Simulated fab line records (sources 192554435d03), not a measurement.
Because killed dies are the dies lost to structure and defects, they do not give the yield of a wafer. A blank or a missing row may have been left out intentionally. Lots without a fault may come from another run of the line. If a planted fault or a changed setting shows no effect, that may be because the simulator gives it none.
Chamber matching :: flow n5-finfet :: 3 sister chambers for N5_BEOL_M5_CURE_80 on uv-cure-02
The step cures SiCOH lowk, time 120 s. 6 wafers are shown with their chamber, then 10 later ones without.

== EACH WAFER AND ITS CHAMBER ==
wafer: L076.3
chamber: 1
wafer_temp_C_max: 372.8
lamp-power-pct (%): 52.30

wafer: L076.4
chamber: 1
wafer_temp_C_max: 373.0
lamp-power-pct (%): 52.29

wafer: L086.2
chamber: 0
wafer_temp_C_max: 371.5
lamp-power-pct (%): 52.27

wafer: L086.4
chamber: 0
wafer_temp_C_max: 371.8
lamp-power-pct (%): 52.32

wafer: L092.3
chamber: 2
wafer_temp_C_max: 372.6
lamp-power-pct (%): 52.37

wafer: L092.4
chamber: 2
wafer_temp_C_max: 372.6
lamp-power-pct (%): 52.29

== WAFERS WHOSE CHAMBER IS MISSING ==
wafer: L092.5
wafer_temp_C_max: 372.5
lamp-power-pct (%): 52.33

wafer: L094.1
wafer_temp_C_max: 371.6
lamp-power-pct (%): 52.33

wafer: L094.2
wafer_temp_C_max: 372.1
lamp-power-pct (%): 52.24

wafer: L094.3
wafer_temp_C_max: 371.9
lamp-power-pct (%): 52.27

wafer: L094.4
wafer_temp_C_max: 371.3
lamp-power-pct (%): 52.31

wafer: L094.5
wafer_temp_C_max: 372.3
lamp-power-pct (%): 52.21

wafer: L094.6
wafer_temp_C_max: 370.9
lamp-power-pct (%): 52.30

wafer: L097.1
wafer_temp_C_max: 371.7
lamp-power-pct (%): 52.27

wafer: L097.3
wafer_temp_C_max: 371.8
lamp-power-pct (%): 52.34

wafer: L097.5
wafer_temp_C_max: 371.2
lamp-power-pct (%): 52.29

== WHICH CHAMBER EACH WENT THROUGH ==
wafer: L092.5
from the rows above: 2
in truth: 2

wafer: L094.1
from the rows above: 0
in truth: 0

wafer: L094.2
from the rows above: can't be placed: 0 or 2
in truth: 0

wafer: L094.3
from the rows above: 0
in truth: 0

wafer: L094.4
from the rows above: 0
in truth: 0

wafer: L094.5
from the rows above: can't be placed: 2 or 1 or 0
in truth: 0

wafer: L094.6
from the rows above: 0
in truth: 0

wafer: L097.1
from the rows above: 0
in truth: 0

wafer: L097.3
from the rows above: 0
in truth: 0

wafer: L097.5
from the rows above: 0
in truth: 0
Placed correctly: 8 of 10. Cannot be placed on the basis of these rows: 2; the candidates contain the true chamber in 2. Wrongly placed: 0.
How it was worked out, from the rows above alone: a wafer's distance from a chamber is the root of the sum, over the readings, of the square of ((its reading less the chamber's mean) divided by the reading's scatter). If the next closest chamber is less than 2 further off than the closest, the wafer can't be placed; otherwise it belongs to the closest. A chamber's mean is the mean of its shown wafers. How the scatter is found: for the shown wafers, subtract from each reading the mean of its chamber, square and add these, divide the total by (wafers less chambers), then take the root.
